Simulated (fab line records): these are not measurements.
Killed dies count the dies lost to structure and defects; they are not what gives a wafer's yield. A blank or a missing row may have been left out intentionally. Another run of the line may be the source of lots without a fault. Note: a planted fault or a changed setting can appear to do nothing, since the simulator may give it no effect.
Chamber matching / flow n5 finfet / N5_BEOL_M6_STRIP_67 on rie diel-01: 4 sister chambers
The step strips in CF4. 4 wafers are shown with their chamber, then 7 later ones without.

== EACH WAFER AND ITS CHAMBER ==
wafer=L079.5; chamber=3; oes product au (a.u.)=0.72
wafer=L082.1; chamber=0; oes product au (a.u.)=0.72
wafer=L091.3; chamber=1; oes product au (a.u.)=0.74
wafer=L091.4; chamber=2; oes product au (a.u.)=0.88

== WAFERS WITHOUT THEIR CHAMBER ==
wafer=L091.5; oes product au (a.u.)=0.89
wafer=L095.2; oes product au (a.u.)=0.73
wafer=L095.3; oes product au (a.u.)=0.86
wafer=L095.6; oes product au (a.u.)=0.86
wafer=L096.3; oes product au (a.u.)=0.70
wafer=L096.4; oes product au (a.u.)=0.85
wafer=L096.5; oes product au (a.u.)=0.73

== WHICH CHAMBER EACH ONE RAN IN ==
wafer=L091.5; from the rows above=2; in truth=2
wafer=L095.2; from the rows above=can't be placed: 0 or 1 or 3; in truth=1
wafer=L095.3; from the rows above=2; in truth=2
wafer=L095.6; from the rows above=2; in truth=2
wafer=L096.3; from the rows above=can't be placed: 0 or 3 or 1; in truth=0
wafer=L096.4; from the rows above=2; in truth=2
wafer=L096.5; from the rows above=can't be placed: 0 or 1 or 3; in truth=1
Correctly placed: 4 of 7. Can't be placed from these rows: 3 (the true chamber is among the candidates in 3). Number placed wrongly: 0.
How it was worked out, from the rows above alone: a wafer's distance from a chamber is the root of the sum, over the readings, of the square of ((its reading less the chamber's mean) divided by the reading's scatter). The wafer belongs to the nearest chamber; if the next one is less than 2 further off, it can't be placed. For every chamber, the mean is computed from those of its wafers that are shown. The scatter (one wafer shown for each chamber): square how far every hidden wafer sits from the nearest shown wafer, average those squares and take the square root.
